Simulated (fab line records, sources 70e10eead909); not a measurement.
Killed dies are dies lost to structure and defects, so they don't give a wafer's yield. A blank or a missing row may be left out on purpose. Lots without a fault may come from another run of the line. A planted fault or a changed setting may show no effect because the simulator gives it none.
Chamber matching | flow nand_harc | NHARC_P_CONTACT_ETCH_35 on rie_diel-01: 4 sister chambers
The step etches the open film in CF4, target depth 39 nm, time 65 s. 16 wafers are shown with their chamber, then 8 later ones without.

WAFERS WITH THEIR CHAMBER
wafer  | chamber | drypump_motor_current_A (A) | oes_product_au (a.u.) | rf_vpp_V (V)
L074.1 | 1       | 5.8                         | 1.011                 | 151.9
L074.3 | 0       | 5.5                         | 0.998                 | 150.7
L074.5 | 3       | 6.5                         | 0.988                 | 151.4
L077.1 | 0       | 5.5                         | 0.984                 | 150.9
L077.5 | 0       | 5.5                         | 0.991                 | 149.6
L077.6 | 1       | 5.8                         | 1.005                 | 151.2
L078.3 | 0       | 5.5                         | 1.000                 | 151.8
L078.5 | 1       | 5.8                         | 1.004                 | 153.7
L078.6 | 2       | 5.2                         | 0.998                 | 150.8
L080.3 | 2       | 5.2                         | 1.001                 | 149.3
L080.5 | 2       | 5.2                         | 1.010                 | 150.4
L080.6 | 1       | 5.7                         | 1.003                 | 153.3
L085.2 | 0       | 5.5                         | 0.991                 | 149.3
L085.4 | 1       | 5.8                         | 1.002                 | 151.1
L085.6 | 0       | 5.4                         | 0.990                 | 150.4
L087.1 | 0       | 5.4                         | 0.999                 | 149.8

SIGNATURES (means of the wafers above)
reading                 | chamber 0 | chamber 1 | chamber 2 | chamber 3 | scatter within a chamber
drypump_motor_current_A | 5.471     | 5.780     | 5.200     | 6.500     | 0.0431
oes_product_au          | 0.99329   | 1.00500   | 1.00300   | 0.98800   | 0.00529
rf_vpp_V                | 150.357   | 152.240   | 150.167   | 151.400   | 0.977
Rule: a wafer's distance from a chamber is the root of the sum, over the readings, of the square of ((its reading less the chamber's mean) divided by the reading's scatter). The wafer belongs to the nearest chamber; if the next one is less than 2 further off, it can't be placed. The scatter: the root of (the sum of the squares of (reading less its chamber's mean) over the shown wafers, divided by (wafers less chambers)).

WAFERS WITHOUT THEIR CHAMBER
wafer  | drypump_motor_current_A (A) | oes_product_au (a.u.) | rf_vpp_V (V)
L087.5 | 5.8                         | 1.007                 | 152.3
L087.6 | 5.2                         | 1.004                 | 152.2
L088.1 | 5.2                         | 1.018                 | 151.2
L088.5 | 5.2                         | 1.012                 | 150.1
L088.6 | 5.8                         | 1.005                 | 151.4
L092.3 | 5.4                         | 1.002                 | 150.6
L092.4 | 6.5                         | 1.004                 | 151.9
L092.5 | 5.8                         | 1.003                 | 151.5

WHICH CHAMBER EACH WENT THROUGH
wafer  | from the rows above | in truth
L087.5 | 1                   | 1
L087.6 | 2                   | 2
L088.1 | 2                   | 2
L088.5 | 2                   | 2
L088.6 | 1                   | 1
L092.3 | 0                   | 0
L092.4 | 3                   | 3
L092.5 | 1                   | 1
Placed correctly: 8 of 8. Can't be placed from these rows: 0. Placed wrongly: 0.
